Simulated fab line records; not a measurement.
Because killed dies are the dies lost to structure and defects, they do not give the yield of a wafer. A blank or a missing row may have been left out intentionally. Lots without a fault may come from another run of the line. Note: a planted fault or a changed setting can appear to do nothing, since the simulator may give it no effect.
Lot-split experiment | flow n5-finfet | route with 1938 steps; 7 lots, 21 wafers read

THE SPLIT
At N5_BEOL_M11_COAT_22 (resist thk 90 nm), the setting spin-rpm was moved away from the recipe's 1500 rpm on 6 of the 21 wafers read, by -9.9% to +9.1%. All remaining wafers had this setting at the recipe value.

FROM THE SPLIT TO THE READING: what the file shows between them, 2 steps
- N5_BEOL_M11_EXPOSE_25: exposes mask V10 (also split here: dose-mj)
- N5_BEOL_M11_PEB_26: peb time 60 s

THE READING
CAR-ArF_of_BEOL_M11_COAT_22.thk-nm (the simulator's own value, which no gauge read), in nm, at N5_BEOL_M11_DEVELOP_27 (develop time 30 s). There is no usual value for it anywhere in the file. Here, 15 wafers ran the recipe; their average is 88.4 nm with a standard deviation of 0.34 nm.

wafer  | tool, chamber at the split | spin-rpm as run, rpm | against the recipe | CAR-ArF_of_BEOL_M11_COAT_22.thk-nm, nm | against lot-mates on the recipe
L075.1 | litho-track-01, 0          | 1500                 | recipe             | 88                                     | -
L075.3 | litho-track-01, 0          | 1500                 | recipe             | 88.2                                   | -
L075.4 | litho-track-01, 0          | 1352                 | -9.9%              | 93.2                                   | +5.1
L076.1 | litho-track-04, 0          | 1500                 | recipe             | 89                                     | -
L076.2 | litho-track-04, 0          | 1500                 | recipe             | 88.8                                   | -
L076.6 | litho-track-04, 0          | 1500                 | recipe             | 88.8                                   | -
L083.1 | litho-track-01, 0          | 1500                 | recipe             | 88.4                                   | -
L083.3 | litho-track-01, 0          | 1500                 | recipe             | 88.4                                   | -
L083.4 | litho-track-01, 0          | 1500                 | recipe             | 88.6                                   | -
L081.1 | litho-track-01, 0          | 1500                 | recipe             | 88                                     | -
L081.3 | litho-track-01, 0          | 1500                 | recipe             | 88                                     | -
L081.6 | litho-track-01, 0          | 1500                 | recipe             | 87.8                                   | -
L086.1 | litho-track-01, 0          | 1395                 | -7.0%              | 91.4                                   | +3.2
L086.5 | litho-track-01, 0          | 1395                 | -7.0%              | 91.4                                   | +3.2
L086.3 | litho-track-01, 0          | 1500                 | recipe             | 88.2                                   | -
L095.2 | litho-track-01, 0          | 1500                 | recipe             | 88.6                                   | -
L095.6 | litho-track-01, 0          | 1500                 | recipe             | 88.6                                   | -
L095.5 | litho-track-01, 0          | 1561                 | +4.1%              | 86.6                                   | -2.0
L096.2 | litho-track-01, 0          | 1500                 | recipe             | 88.2                                   | -
L096.3 | litho-track-01, 0          | 1637                 | +9.1%              | 84.2                                   | -4.0
L096.6 | litho-track-01, 0          | 1637                 | +9.1%              | 84.4                                   | -3.8

FIT RESULTS
A straight line over all 21 wafers: CAR-ArF_of_BEOL_M11_COAT_22.thk-nm changes by -0.453 nm for each +1% of spin-rpm; r = -0.99; the points scatter about the line by 0.32 nm.
The same after taking each lot's own level away (the mean of its wafers on the recipe; 21 wafers): -0.461 nm for each +1%; r = -1.00; scatter 0.18 nm.
That fit puts the effect of the largest move of spin-rpm on the reading at 4.5 nm.
The lots' own levels span 87.93 to 88.87 nm, that is 2.7 times the standard deviation above.
Hence the lot-to-lot level has little effect on the slope; both slopes agree.
Check: for one of the wafers moved furthest among these (-9.9%), held out of the fit, the line's prediction against its lot-mates is +4.37 nm. It came out at +5.1 nm against them.

OTHER SPLITS ON THESE WAFERS
Before the reading, these wafers also passed through other splits. Each is held against what the fit with the lots' levels taken away leaves over:
other split on the same wafers | wafers away from the commonest value | r with CAR-ArF_of_BEOL_M11_COAT_22.thk-nm (lot level and that fit taken away)
N5_BEOL_M11_EXPOSE_25 dose-mj  | 7                                    | +0.13

THE WHOLE CHAIN: every reading that the file lists as answering this split, in the file's order
step                   | what it does      | reading                                                                             | change (the file's fit)               | r (the file's)
N5_BEOL_M11_COAT_22    | resist thk 90 nm  | CAR-ArF_of_BEOL_M11_COAT_22.thk-nm (the simulator's own value, which no gauge read) | -0.464 nm for each +1% of the setting | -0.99
N5_BEOL_M11_DEVELOP_27 | develop time 30 s | CAR-ArF_of_BEOL_M11_COAT_22.thk-nm (the simulator's own value, which no gauge read) | -0.473 nm for each +1% of the setting | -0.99

THE FILE'S OWN FIT
CAR-ArF_of_BEOL_M11_COAT_22.thk-nm changes by -0.473 nm for each +1% of spin-rpm, r = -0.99.
